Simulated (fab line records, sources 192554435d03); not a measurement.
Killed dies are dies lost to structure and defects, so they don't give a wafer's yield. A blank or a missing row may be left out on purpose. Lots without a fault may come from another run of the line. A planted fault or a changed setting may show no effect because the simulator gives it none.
Split-lot experiment | flow n5_finfet | 7 lots, 21 wafers read, on a route of 1938 steps

THE SPLIT
At N5_BEOL_M3_ILD_DEP_00 (deposits SiOC from DEMS/O2, target thk 79 nm, time 15.3 s), the setting time_s was moved away from the recipe's 15.3 s on 4 of the 21 wafers read, by -10.3% to +10.6%. The other wafers ran this setting at the recipe's value.

The file shows no step between the split and the reading.

THE READING
M3_ILD_THK, in nm, at N5_BEOL_M3_THK_MEAS_01. Fault-free wafers of this fab line usually give 78.8 nm, standard deviation 1.1 nm.

wafer  | tool, chamber at the split | time_s as run, s | against the recipe | M3_ILD_THK, nm | against lot-mates on the recipe
L077.1 | pecvd-03, 1                | 15.3             | recipe             | 79.4           | -
L077.2 | pecvd-03, 0                | 15.3             | recipe             | 79.1           | -
L077.3 | pecvd-03, 2                | 15.3             | recipe             | 79.9           | -
L078.3 | pecvd-02, 1                | 16.92            | +10.6%             | 86.3           | +7.6
L078.4 | pecvd-02, 1                | 15.3             | recipe             | 79.1           | -
L078.5 | pecvd-02, 0                | 15.3             | recipe             | 78.3           | -
L079.2 | pecvd-01, 0                | 15.3             | recipe             | 78.8           | -
L079.4 | pecvd-01, 0                | 13.73            | -10.3%             | 72.7           | -6.1
L079.5 | pecvd-01, 1                | 13.73            | -10.3%             | 72.2           | -6.6
L080.3 | pecvd-01, 2                | 15.3             | recipe             | 79.1           | -
L080.4 | pecvd-01, 2                | 15.3             | recipe             | 79.8           | -
L080.5 | pecvd-01, 0                | 15.3             | recipe             | 80.5           | -
L091.4 | pecvd-03, 1                | 15.3             | recipe             | 78.0           | -
L091.5 | pecvd-03, 2                | 14.44            | -5.6%              | 74.7           | -4.4
L091.6 | pecvd-03, 0                | 15.3             | recipe             | 80.2           | -
L094.2 | pecvd-03, 2                | 15.3             | recipe             | 77.2           | -
L094.3 | pecvd-03, 1                | 15.3             | recipe             | 77.0           | -
L094.4 | pecvd-03, 1                | 15.3             | recipe             | 78.7           | -
L095.2 | pecvd-02, 0                | 15.3             | recipe             | 76.5           | -
L095.3 | pecvd-02, 2                | 15.3             | recipe             | 77.1           | -
L095.5 | pecvd-02, 2                | 15.3             | recipe             | 79.6           | -

THE FIT
A straight line over all 21 wafers: M3_ILD_THK changes by +0.656 nm for each +1% of time_s; r = +0.93; the points scatter about the line by 1.1 nm.
The same after taking each lot's own level away (the mean of its wafers on the recipe; 21 wafers): +0.667 nm for each +1%; r = +0.96; scatter 0.81 nm.
On that fit, the largest move of time_s shifts the reading by 7.1 nm.
The lots' own levels span 77.63 to 79.80 nm, that is 2.0 times the standard deviation above.
So the lot-to-lot level changes the slope little: the two slopes agree.
Check: with one of the wafers moved furthest among these (+10.6%) left out of the fit, the line predicts +6.73 nm for it against its lot-mates. It came out at +7.6 nm against them.

OTHER SPLITS ON THESE WAFERS
These wafers also went through other splits before the reading. Each is held against what the fit with the lots' levels taken away leaves over:
other split on the same wafers   | wafers away from the commonest value | r with M3_ILD_THK (lot level and that fit taken away)
N5_BEOL_M0_SAQP_PECVD_04 time_s  | 9                                    | +0.34
N5_BEOL_M1_COAT_05 spin_rpm      | 8                                    | +0.35
N5_BEOL_M2_ALD_98 ald_cycles     | 6                                    | +0.27
N5_BEOL_M2_TRENCH_ETCH_37 bias_w | 6                                    | -0.12

THE WHOLE CHAIN: every reading that the file lists as answering this split, in the file's order
step                   | what it does                                              | reading                                                                            | change (the file's fit)               | r (the file's)
N5_BEOL_M3_ILD_DEP_00  | deposits SiOC from DEMS/O2, target thk 79 nm, time 15.3 s | SiOC_of_BEOL_M3_ILD_DEP_00.thk_nm (the simulator's own value, which no gauge read) | +0.693 nm for each +1% of the setting | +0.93
N5_BEOL_M3_THK_MEAS_01 |                                                           | M3_ILD_THK                                                                         | +0.687 for each +1% of the setting    | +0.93

THE FILE'S OWN FIT
M3_ILD_THK changes by +0.687 nm for each +1% of time_s, r = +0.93.
